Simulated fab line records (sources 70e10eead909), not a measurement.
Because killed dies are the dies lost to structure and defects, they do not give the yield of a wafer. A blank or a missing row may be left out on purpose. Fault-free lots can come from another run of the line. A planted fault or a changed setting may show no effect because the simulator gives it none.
Which tool did it? | flow nandHarc | 24 lots, 72 wafers sampled, at 6 steps of a route of 1159

## WHAT THE GAUGES READ, wafer by wafer
NHARC_A_BONDPAD_OVL_MEAS_35.
lot  | measured     | on         | overlayXNm (nm) | overlayYNm (nm)
L074 | day 17 19:19 | overlay-01 | -3 -3 -3        | -4 -5 -4
L075 | day 18 02:48 | overlay-01 | -1 -1 -1        | -4 -3 -4
L076 | day 18 03:40 | overlay-02 | 7 6 7           | -6 -5 -6
L078 | day 18 05:52 | overlay-01 | 3 2 2           | 3 2 2
L077 | day 18 08:34 | overlay-02 | -4 -4 -4        | -8 -8 -7
L079 | day 19 06:04 | overlay-02 | 1 0 0           | 1 2 1
L080 | day 19 20:33 | overlay-01 | -12 -12 -11     | 0 0 0
L081 | day 19 21:14 | overlay-01 | 4 4 4           | 2 3 3
L082 | day 20 04:23 | overlay-02 | -3 -2 -2        | 0 0 0
L083 | day 20 04:47 | overlay-01 | 6 6 6           | 5 5 5
L085 | day 20 13:11 | overlay-02 | 7 7 6           | -4 -4 -5
L086 | day 20 22:26 | overlay-02 | 3 3 3           | -11 -11 -10
L087 | day 20 22:56 | overlay-01 | 5 5 5           | -1 -2 -2
L089 | day 21 08:15 | overlay-01 | 2 1 2           | 6 7 7
L084 | day 21 08:52 | overlay-01 | 7 7 8           | -1 -2 -1
L088 | day 21 12:46 | overlay-02 | 0 0 0           | -8 -8 -8
L090 | day 21 19:33 | overlay-02 | -8 -8 -7        | 2 1 1
L091 | day 22 09:06 | overlay-01 | -5 -5 -5        | 7 7 6
L093 | day 22 15:10 | overlay-02 | 2 2 2           | 1 1 0
L094 | day 22 16:48 | overlay-01 | 9 9 10          | -6 -5 -5
L092 | day 23 00:23 | overlay-01 | 8 8 7           | -7 -8 -8
L097 | day 23 11:45 | overlay-01 | -5 -4 -4        | 5 5 5
L095 | day 23 14:22 | overlay-01 | 0 1 0           | 0 -1 -1
L096 | day 23 16:07 | overlay-02 | 7 7 7           | -11 -12 -12

NHARC_HYBRID_BOND_OVL_MEAS_05.
lot  | measured     | on         | overlayXNm (nm) | overlayYNm (nm)
L074 | day 18 12:36 | overlay-02 | 26 -30 12       | 47 -7 67
L075 | day 18 12:36 | overlay-01 | 1 -23 48        | 27 -34 1
L076 | day 19 00:31 | overlay-02 | -3 -48 3        | 9 11 8
L078 | day 19 00:31 | overlay-01 | -44 25 5        | 43 52 0
L077 | day 19 00:32 | overlay-02 | -65 -34 -49     | -1 46 -52
L079 | day 19 19:53 | overlay-02 | -84 -1 -11      | -14 -32 -26
L080 | day 20 09:43 | overlay-01 | 3 26 4          | 1 7 -42
L081 | day 20 09:43 | overlay-02 | -19 15 1        | 51 39 27
L082 | day 20 16:52 | overlay-02 | -44 -25 -50     | 70 68 39
L083 | day 20 16:52 | overlay-01 | -7 -18 -43      | -5 27 54
L085 | day 21 01:46 | overlay-02 | -20 10 6        | -2 18 89
L086 | day 21 13:17 | overlay-02 | 23 -17 12       | -26 -11 -9
L087 | day 21 13:17 | overlay-02 | 13 19 -8        | 22 -18 -21
L089 | day 21 21:35 | overlay-02 | 20 -65 -14      | -5 34 18
L084 | day 21 21:35 | overlay-01 | 53 24 -30       | -30 -24 48
L088 | day 22 01:53 | overlay-01 | -11 8 -11       | -41 -85 -35
L090 | day 22 11:35 | overlay-01 | -31 -3 2        | 60 17 21
L091 | day 22 22:32 | overlay-02 | 44 -39 -1       | -5 -30 5
L093 | day 23 06:07 | overlay-02 | -19 2 -17       | 23 16 1
L094 | day 23 06:07 | overlay-01 | -17 -56 -17     | 86 -32 13
L092 | day 23 14:50 | overlay-02 | -38 -17 -4      | -55 43 40
L097 | day 24 00:19 | overlay-02 | -10 -20 -13     | 47 63 26
L095 | day 24 00:19 | overlay-01 | -21 -65 -9      | 11 -5 -10
L096 | day 24 05:10 | overlay-02 | 45 -41 -15      | -28 4 62

## WHAT TOOL EACH LOT RAN ON (gives the tool, then ch and the chambers of the sampled wafers, and finally the start)
lot  | NHARC_A_BLC_DESCUM_15             | NHARC_A_BONDPAD_DEP_00                   | NHARC_A_BONDPAD_PVD_17                 | NHARC_A_BONDPAD_ANNEAL_28
L074 | rieDiel-04 ch 0,1,2, day 17 02:37 | pecvd-02 ch 0,2, day 17 18:02            | pvdSputter-01, day 17 21:14 or earlier | rtpAnneal-01 ch 0, day 17 21:14
L075 | rieDiel-13 ch 0,1,3, day 17 14:14 | pecvd-04 ch 0,1,2, day 18 01:35          | pvdSputter-02, day 18 04:38 or earlier | rtpAnneal-01 ch 0, day 18 04:38
L076 | rieDiel-04 ch 0,1,2, day 17 14:40 | pecvd-02 ch 0,1, day 18 02:31            | pvdSputter-03, day 18 05:31 or earlier | rtpAnneal-01 ch 0, day 18 05:31
L078 | rieDiel-13 ch 0,2,3, day 17 16:47 | pecvd-02 ch 0,1,2, day 18 04:45          | pvdSputter-03, day 18 08:28 or earlier | rtpAnneal-01 ch 0, day 18 08:28
L077 | rieDiel-05 ch 1,2,3, day 17 19:40 | pecvd-03 ch 0,1,2, day 18 07:18          | pvdSputter-03, day 18 10:25 or earlier | rtpAnneal-01 ch 0, day 18 10:25
L079 | rieDiel-05 ch 0,2,3, day 18 17:10 | pecvd-02 ch 0,1,2, day 19 04:46          | pvdSputter-03, day 19 07:52 or earlier | rtpAnneal-01 ch 0, day 19 07:52
L080 | rieDiel-05 ch 0,1,3, day 19 04:20 | pecvd-02 ch 0,1,2, day 19 19:19          | pvdSputter-03, day 19 22:31 or earlier | rtpAnneal-01 ch 0, day 19 22:31
L081 | rieDiel-05 ch 0,1, day 19 06:19   | pecvd-04 ch 0,1,2, day 19 20:04          | pvdSputter-01, day 19 23:26 or earlier | rtpAnneal-02 ch 0, day 19 23:26
L082 | rieDiel-05 ch 0,3, day 19 12:20   | pecvd-02 ch 0,1, day 20 03:17            | pvdSputter-02, day 20 06:16 or earlier | rtpAnneal-01 ch 0, day 20 06:16
L083 | rieDiel-13 ch 1,2, day 19 12:50   | pecvd-04 ch 0,2, day 20 04:47 or earlier | pvdSputter-01, day 20 06:49 or earlier | rtpAnneal-01 ch 0, day 20 06:49
L085 | rieDiel-05 ch 1,2, day 20 00:33   | pecvd-02 ch 0,2, day 20 11:59            | pvdSputter-03, day 20 15:02 or earlier | rtpAnneal-02 ch 0, day 20 15:02
L086 | rieDiel-05 ch 0,1,3, day 20 05:02 | pecvd-02 ch 0,2, day 20 21:08            | pvdSputter-03, day 21 00:42 or earlier | rtpAnneal-02 ch 0, day 21 00:42
L087 | rieDiel-05 ch 0,3, day 20 05:37   | pecvd-02 ch 1,2, day 20 21:35            | pvdSputter-02, day 21 01:04 or earlier | rtpAnneal-02 ch 0, day 21 01:04
L089 | rieDiel-05 ch 0,2, day 20 14:33   | pecvd-02 ch 0,1, day 21 07:10            | pvdSputter-01, day 21 10:15 or earlier | rtpAnneal-02 ch 0, day 21 10:15
L084 | rieDiel-05 ch 0,1,2, day 20 15:21 | pecvd-02 ch 1,2, day 21 07:32            | pvdSputter-03, day 21 10:54 or earlier | rtpAnneal-02 ch 0, day 21 10:54
L088 | rieDiel-05 ch 0,1, day 20 23:59   | pecvd-04 ch 0,1, day 21 11:34            | pvdSputter-02, day 21 14:39 or earlier | rtpAnneal-02 ch 0, day 21 14:39
L090 | rieDiel-13 ch 0,1,3, day 21 02:13 | pecvd-04 ch 0,1,2, day 21 18:22          | pvdSputter-01, day 21 22:13 or earlier | rtpAnneal-02 ch 0, day 21 22:13
L091 | rieDiel-13 ch 0,3, day 21 12:48   | pecvd-02 ch 0,1,2, day 22 07:55          | pvdSputter-01, day 22 11:10 or earlier | rtpAnneal-01 ch 0, day 22 11:10
L093 | rieDiel-13 ch 1,2,3, day 21 23:23 | pecvd-03 ch 0,1, day 22 13:50            | pvdSputter-03, day 22 17:35 or earlier | rtpAnneal-02 ch 0, day 22 17:35
L094 | rieDiel-04 ch 0,2,3, day 22 00:58 | pecvd-04 ch 0,1,2, day 22 15:36          | pvdSputter-02, day 22 18:40 or earlier | rtpAnneal-02 ch 0, day 22 18:40
L092 | rieDiel-13 ch 0,2, day 22 06:08   | pecvd-03 ch 0,2, day 22 23:08            | pvdSputter-02, day 23 02:14 or earlier | rtpAnneal-01 ch 0, day 23 02:14
L097 | rieDiel-05 ch 0,2,3, day 22 22:41 | pecvd-02 ch 0,1,2, day 23 10:29          | pvdSputter-01, day 23 13:37 or earlier | rtpAnneal-02 ch 0, day 23 13:37
L095 | rieDiel-05 ch 1,2,3, day 23 01:35 | pecvd-02 ch 1,2, day 23 13:04            | pvdSputter-03, day 23 16:19 or earlier | rtpAnneal-02 ch 0, day 23 16:19
L096 | rieDiel-04 ch 0,3, day 23 02:26   | pecvd-02 ch 0,2, day 23 14:59            | pvdSputter-02, day 23 18:18 or earlier | rtpAnneal-02 ch 0, day 23 18:18
- NHARC_A_BLC_DESCUM_15: chemistry O2, time 3 s.
- NHARC_A_BONDPAD_DEP_00: deposits SiCN, target thk 250 nm.
- NHARC_A_BONDPAD_PVD_17: deposits TaN, target thk 5 nm, time 8.06 s.
- NHARC_A_BONDPAD_ANNEAL_28: time 90 s.

## WHAT THE TOOLS THEMSELVES READ (means of the sampled wafers that have a number; where no wafer has one, the mark that the record gives instead)
NHARC_A_BLC_DESCUM_15.
lot  | tool       | drypumpMotorCurrentA (A) | oesProductAu (a.u.) | rfVppV (V) | showerheadPlenumPTorr (Torr) | throttleValvePct (%)
L074 | rieDiel-04 | 5.6                      | 1.004               | 57.5       | 1.82                         | 11.305
L075 | rieDiel-13 | 5.8                      | 1.001               | 58.2       | 1.97                         | 11.314
L076 | rieDiel-04 | 5.6                      | 0.996               | 57.6       | 1.82                         | 11.318
L078 | rieDiel-13 | 5.8                      | 1.002               | 58.2       | 1.90                         | 11.324
L077 | rieDiel-05 | 6.2                      | 1.014               | 57.9       | 1.90                         | 11.307
L079 | rieDiel-05 | 6.1                      | 1.014               | 57.5       | 1.93                         | 11.313
L080 | rieDiel-05 | 6.0                      | 0.998               | 57.3       | 1.88                         | 11.309
L081 | rieDiel-05 | 5.8                      | 0.997               | 57.6       | 1.84                         | 11.324
L082 | rieDiel-05 | 6.2                      | 1.005               | 57.9       | 1.94                         | 11.312
L083 | rieDiel-13 | 5.6                      | 1.001               | 57.6       | 1.86                         | 11.300
L085 | rieDiel-05 | 6.1                      | 1.015               | 57.2       | 1.88                         | 11.309
L086 | rieDiel-05 | 6.0                      | 1.007               | 57.7       | 1.88                         | 11.316
L087 | rieDiel-05 | 6.2                      | 1.002               | 58.5       | 1.94                         | 11.312
L089 | rieDiel-05 | 6.0                      | 1.004               | 56.6       | 1.91                         | 11.312
L084 | rieDiel-05 | 6.0                      | 1.003               | 57.2       | 1.86                         | 11.309
L088 | rieDiel-05 | 5.8                      | 1.003               | 57.6       | 1.84                         | 11.316
L090 | rieDiel-13 | 5.8                      | 1.003               | 57.8       | 1.96                         | 11.310
L091 | rieDiel-13 | 5.6                      | 0.993               | 57.4       | 1.92                         | 11.310
L093 | rieDiel-13 | 5.5                      | 1.012               | 57.5       | 1.88                         | 11.310
L094 | rieDiel-04 | 5.3                      | 0.994               | 57.3       | 1.86                         | 11.311
L092 | rieDiel-13 | 5.9                      | 1.000               | 58.4       | 1.87                         | 11.305
L097 | rieDiel-05 | 6.1                      | 1.006               | 58.3       | 1.93                         | 11.316
L095 | rieDiel-05 | 6.2                      | 1.018               | 58.3       | 1.89                         | 11.312
L096 | rieDiel-04 | 5.1                      | 1.003               | 57.3       | 1.83                         | 11.306

NHARC_A_BONDPAD_DEP_00.
lot  | tool     | chamberPressureTorr (Torr) | heaterPowerW (W)
L074 | pecvd-02 | 2.995                      | 672
L075 | pecvd-04 | 2.998                      | 622
L076 | pecvd-02 | 2.994                      | 624
L078 | pecvd-02 | 3.006                      | 624
L077 | pecvd-03 | 3.000                      | 597
L079 | pecvd-02 | 2.996                      | 609
L080 | pecvd-02 | 3.007                      | 576
L081 | pecvd-04 | 2.995                      | 605
L082 | pecvd-02 | 3.001                      | 647
L083 | pecvd-04 | 2.996                      | 598
L085 | pecvd-02 | 2.999                      | 659
L086 | pecvd-02 | 3.001                      | 687
L087 | pecvd-02 | 3.006                      | 593
L089 | pecvd-02 | 2.997                      | 613
L084 | pecvd-02 | 2.999                      | 583
L088 | pecvd-04 | 3.008                      | 651
L090 | pecvd-04 | 2.991                      | 604
L091 | pecvd-02 | 3.001                      | 588
L093 | pecvd-03 | 3.000                      | 506
L094 | pecvd-04 | 3.003                      | 599
L092 | pecvd-03 | 3.003                      | 633
L097 | pecvd-02 | 3.008                      | 606
L095 | pecvd-02 | 2.999                      | 575
L096 | pecvd-02 | 3.000                      | 683

NHARC_A_BONDPAD_PVD_17.
lot  | tool          | throttleValvePct (%)
L074 | pvdSputter-01 | 31.3
L075 | pvdSputter-02 | 29.9
L076 | pvdSputter-03 | 30.9
L078 | pvdSputter-03 | 30.6
L077 | pvdSputter-03 | 30.8
L079 | pvdSputter-03 | 31.1
L080 | pvdSputter-03 | 30.6
L081 | pvdSputter-01 | 29.3
L082 | pvdSputter-02 | 30.4
L083 | pvdSputter-01 | 30.2
L085 | pvdSputter-03 | 31.0
L086 | pvdSputter-03 | 30.8
L087 | pvdSputter-02 | 29.8
L089 | pvdSputter-01 | 31.5
L084 | pvdSputter-03 | 31.2
L088 | pvdSputter-02 | 29.1
L090 | pvdSputter-01 | 30.6
L091 | pvdSputter-01 | 30.3
L093 | pvdSputter-03 | 30.7
L094 | pvdSputter-02 | 29.8
L092 | pvdSputter-02 | 30.5
L097 | pvdSputter-01 | 30.4
L095 | pvdSputter-03 | 30.7
L096 | pvdSputter-02 | 29.8

NHARC_A_BONDPAD_ANNEAL_28.
lot  | tool         | wafer_temp_C_max
L074 | rtpAnneal-01 | 225.8
L075 | rtpAnneal-01 | 226.4
L076 | rtpAnneal-01 | 226.2
L078 | rtpAnneal-01 | 226.1
L077 | rtpAnneal-01 | 225.9
L079 | rtpAnneal-01 | 226.0
L080 | rtpAnneal-01 | 225.9
L081 | rtpAnneal-02 | 226.7
L082 | rtpAnneal-01 | 225.9
L083 | rtpAnneal-01 | 225.9
L085 | rtpAnneal-02 | 226.8
L086 | rtpAnneal-02 | 226.5
L087 | rtpAnneal-02 | 226.6
L089 | rtpAnneal-02 | 226.2
L084 | rtpAnneal-02 | 226.1
L088 | rtpAnneal-02 | 226.7
L090 | rtpAnneal-02 | 226.2
L091 | rtpAnneal-01 | 225.6
L093 | rtpAnneal-02 | 226.4
L094 | rtpAnneal-02 | 226.5
L092 | rtpAnneal-01 | 226.1
L097 | rtpAnneal-02 | 226.8
L095 | rtpAnneal-02 | 226.5
L096 | rtpAnneal-02 | 226.4

## THE ANSWER, worked out from the rows above alone
Rule: the usual values come from the lots themselves. Put in order of their means at a reading, lots are off if they are a third of the lots or fewer, leave a main group of 4 or more, and stand apart from it by a gap of 3 or more times the standard deviation of the main group's means; of several such gaps the widest counts. Not used: any main group whose means are identical at the precision the tables above print for the reading. A lot without any number at a reading at which 4 lots or more have one is off too. Where the step has rows for the other lots, those lots are counted as sound. After the gauges, taken in route order, come the tools' own readings; for these a lot's mean is taken, as printed above. The first step at which some lot is off is used, and at that step the reading that is off furthest; a lot without a number counts as furthest.
Nothing can be told from this: no lot is off at any reading shown.

## WHAT THE SIMULATOR HAD PUT IN
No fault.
